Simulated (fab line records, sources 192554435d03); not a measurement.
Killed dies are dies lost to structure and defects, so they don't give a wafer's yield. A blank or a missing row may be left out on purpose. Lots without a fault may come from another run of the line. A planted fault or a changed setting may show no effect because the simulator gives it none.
Chamber matching | flow n5_finfet | N5_SD_EPI_P_ETCH_36 on rie_diel-03: 4 sister chambers
The step etches SiARC in CF4, target depth 45.5 nm, time 75.8 s. 4 wafers are shown with their chamber, then 7 later ones without.

WAFERS WITH THEIR CHAMBER
wafer  | chamber | drypump_motor_current_A (A)
L081.2 | 2       | 6.1
L092.6 | 1       | 6.0
L093.1 | 0       | 5.4
L093.4 | 3       | 6.0

WAFERS WITHOUT THEIR CHAMBER
wafer  | drypump_motor_current_A (A)
L093.6 | 5.4
L096.1 | 6.1
L096.3 | 5.9
L096.4 | 6.2
L097.1 | 5.4
L097.3 | 6.1
L097.6 | 6.0

WHICH CHAMBER EACH WENT THROUGH
wafer  | from the rows above          | in truth
L093.6 | 0                            | 0
L096.1 | can't be placed: 2 or 1 or 3 | 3
L096.3 | can't be placed: 1 or 3 or 2 | 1
L096.4 | can't be placed: 2 or 1 or 3 | 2
L097.1 | 0                            | 0
L097.3 | can't be placed: 2 or 1 or 3 | 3
L097.6 | can't be placed: 1 or 3 or 2 | 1
Placed correctly: 2 of 7. Can't be placed from these rows: 5 (the true chamber is among the candidates in 5). Placed wrongly: 0.
How it was worked out, from the rows above alone: a wafer's distance from a chamber is the root of the sum, over the readings, of the square of ((its reading less the chamber's mean) divided by the reading's scatter). The wafer belongs to the nearest chamber; if the next one is less than 2 further off, it can't be placed. A chamber's mean is the mean of its shown wafers. The scatter: with one shown wafer a chamber, the root of the mean of the squares of how far each hidden wafer lies from its nearest shown one.
